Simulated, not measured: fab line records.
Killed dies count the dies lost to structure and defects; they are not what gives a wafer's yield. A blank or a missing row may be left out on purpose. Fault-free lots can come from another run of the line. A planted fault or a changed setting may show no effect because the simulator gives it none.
Chamber matching -- flow nand-harc -- pecvd-03 running NHARC_A_M0_PRE_CLEAN_31: 3 sister chambers
The step time 12 s. 6 wafers are shown with their chamber, then 10 later ones without.

== WAFERS PAIRED WITH THEIR CHAMBERS ==
wafer,chamber,heater-power-w (W),heater-power-outer-w (W)
L083.4,0,632,355
L084.1,1,675,379
L084.5,0,621,338
L084.6,1,660,382
L088.2,2,482,310
L088.5,2,486,309

== WAFERS WITH NO CHAMBER GIVEN ==
wafer,heater-power-w (W),heater-power-outer-w (W)
L088.6,696,395
L090.1,620,333
L090.3,598,320
L090.4,621,327
L095.2,710,415
L095.4,722,407
L095.6,488,312
L097.2,551,356
L097.3,704,388
L097.4,623,328

== CHAMBER TAKEN BY EACH ==
wafer,from the rows above,in truth
L088.6,1,1
L090.1,0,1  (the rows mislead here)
L090.3,0,0
L090.4,0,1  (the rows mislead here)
L095.2,1,1
L095.4,1,1
L095.6,2,2
L097.2,can't be placed: 0 or 2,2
L097.3,1,1
L097.4,0,0
Placed correctly: 7 of 10. Can't be placed from these rows: 1 (the true chamber is among the candidates in 1). 2 placed wrongly.
How it was worked out, from the rows above alone: a wafer's distance from a chamber is the root of the sum, over the readings, of the square of ((its reading less the chamber's mean) divided by the reading's scatter). The wafer belongs to the nearest chamber; if the next one is less than 2 further off, it can't be placed. The mean given for a chamber averages the wafers shown for that chamber. The scatter: the root of (the sum of the squares of (reading less its chamber's mean) over the shown wafers, divided by (wafers less chambers)).
